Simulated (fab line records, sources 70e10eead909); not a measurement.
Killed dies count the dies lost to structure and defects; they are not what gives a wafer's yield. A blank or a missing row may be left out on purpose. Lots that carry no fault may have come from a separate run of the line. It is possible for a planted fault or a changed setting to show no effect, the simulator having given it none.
Chamber matching :: flow nandHarc :: NHARC_A_STAIRCASE_TRIM_12 on rieDiel-04: 4 sister chambers
The step chemistry O2, time 211.2 s. 16 wafers are shown with their chamber, then 8 later ones without.

WAFERS, EACH WITH ITS CHAMBER
wafer: L074.2
chamber: 0
showerheadPlenumPTorr (Torr): 3.66
drypumpMotorCurrentA (A): 5.8
oesProductAu (a.u.): 1.002

wafer: L074.4
chamber: 3
showerheadPlenumPTorr (Torr): 3.52
drypumpMotorCurrentA (A): 6.1
oesProductAu (a.u.): 1.024

wafer: L074.6
chamber: 0
showerheadPlenumPTorr (Torr): 3.66
drypumpMotorCurrentA (A): 5.8
oesProductAu (a.u.): 1.006

wafer: L078.2
chamber: 1
showerheadPlenumPTorr (Torr): 3.69
drypumpMotorCurrentA (A): 5.2
oesProductAu (a.u.): 0.989

wafer: L078.4
chamber: 3
showerheadPlenumPTorr (Torr): 3.51
drypumpMotorCurrentA (A): 6.1
oesProductAu (a.u.): 1.008

wafer: L078.5
chamber: 0
showerheadPlenumPTorr (Torr): 3.65
drypumpMotorCurrentA (A): 5.8
oesProductAu (a.u.): 0.984

wafer: L079.4
chamber: 3
showerheadPlenumPTorr (Torr): 3.51
drypumpMotorCurrentA (A): 6.0
oesProductAu (a.u.): 1.003

wafer: L079.5
chamber: 2
showerheadPlenumPTorr (Torr): 3.68
drypumpMotorCurrentA (A): 5.6
oesProductAu (a.u.): 1.004

wafer: L079.6
chamber: 3
showerheadPlenumPTorr (Torr): 3.51
drypumpMotorCurrentA (A): 6.1
oesProductAu (a.u.): 1.016

wafer: L080.4
chamber: 2
showerheadPlenumPTorr (Torr): 3.68
drypumpMotorCurrentA (A): 5.7
oesProductAu (a.u.): 1.012

wafer: L080.5
chamber: 1
showerheadPlenumPTorr (Torr): 3.68
drypumpMotorCurrentA (A): 5.2
oesProductAu (a.u.): 0.990

wafer: L080.6
chamber: 2
showerheadPlenumPTorr (Torr): 3.67
drypumpMotorCurrentA (A): 5.6
oesProductAu (a.u.): 1.006

wafer: L081.1
chamber: 2
showerheadPlenumPTorr (Torr): 3.67
drypumpMotorCurrentA (A): 5.7
oesProductAu (a.u.): 1.021

wafer: L081.3
chamber: 1
showerheadPlenumPTorr (Torr): 3.68
drypumpMotorCurrentA (A): 5.2
oesProductAu (a.u.): 1.004

wafer: L081.6
chamber: 2
showerheadPlenumPTorr (Torr): 3.67
drypumpMotorCurrentA (A): 5.6
oesProductAu (a.u.): 1.015

wafer: L084.1
chamber: 2
showerheadPlenumPTorr (Torr): 3.67
drypumpMotorCurrentA (A): 5.6
oesProductAu (a.u.): 1.007

SIGNATURES (averages over the wafers above)
reading: showerheadPlenumPTorr
chamber 0: 3.6567
chamber 1: 3.6833
chamber 2: 3.6733
chamber 3: 3.5125
scatter within a chamber: 0.00534

reading: drypumpMotorCurrentA
chamber 0: 5.800
chamber 1: 5.200
chamber 2: 5.633
chamber 3: 6.075
scatter within a chamber: 0.0417

reading: oesProductAu
chamber 0: 0.99733
chamber 1: 0.99433
chamber 2: 1.01083
chamber 3: 1.01275
scatter within a chamber: 0.00855
Rule: for each reading, subtract the chamber's mean from the wafer's reading, divide by that reading's scatter and square the result; add these up over the readings and take the root, which gives the wafer's distance from the chamber. The wafer belongs to the nearest chamber; if the next one is less than 2 further off, it can't be placed. The scatter: the root of (the sum of the squares of (reading less its chamber's mean) over the shown wafers, divided by (wafers less chambers)).

WAFERS WHOSE CHAMBER IS MISSING
wafer: L084.2
showerheadPlenumPTorr (Torr): 3.65
drypumpMotorCurrentA (A): 5.8
oesProductAu (a.u.): 0.998

wafer: L084.3
showerheadPlenumPTorr (Torr): 3.50
drypumpMotorCurrentA (A): 6.1
oesProductAu (a.u.): 1.013

wafer: L093.2
showerheadPlenumPTorr (Torr): 3.49
drypumpMotorCurrentA (A): 6.1
oesProductAu (a.u.): 1.002

wafer: L093.3
showerheadPlenumPTorr (Torr): 3.67
drypumpMotorCurrentA (A): 5.2
oesProductAu (a.u.): 1.005

wafer: L093.6
showerheadPlenumPTorr (Torr): 3.66
drypumpMotorCurrentA (A): 5.6
oesProductAu (a.u.): 1.013

wafer: L096.2
showerheadPlenumPTorr (Torr): 3.63
drypumpMotorCurrentA (A): 5.7
oesProductAu (a.u.): 0.999

wafer: L096.4
showerheadPlenumPTorr (Torr): 3.66
drypumpMotorCurrentA (A): 5.6
oesProductAu (a.u.): 1.012

wafer: L096.5
showerheadPlenumPTorr (Torr): 3.67
drypumpMotorCurrentA (A): 5.2
oesProductAu (a.u.): 0.997

WHICH CHAMBER EACH WENT THROUGH
wafer: L084.2
from the rows above: 0
in truth: 0

wafer: L084.3
from the rows above: 3
in truth: 3

wafer: L093.2
from the rows above: 3
in truth: 3

wafer: L093.3
from the rows above: 1
in truth: 1

wafer: L093.6
from the rows above: 2
in truth: 2

wafer: L096.2
from the rows above: 0
in truth: 0

wafer: L096.4
from the rows above: 2
in truth: 2

wafer: L096.5
from the rows above: 1
in truth: 1
Correctly placed: 8 of 8. Left unplaced by these rows: 0. Placed wrongly: 0.
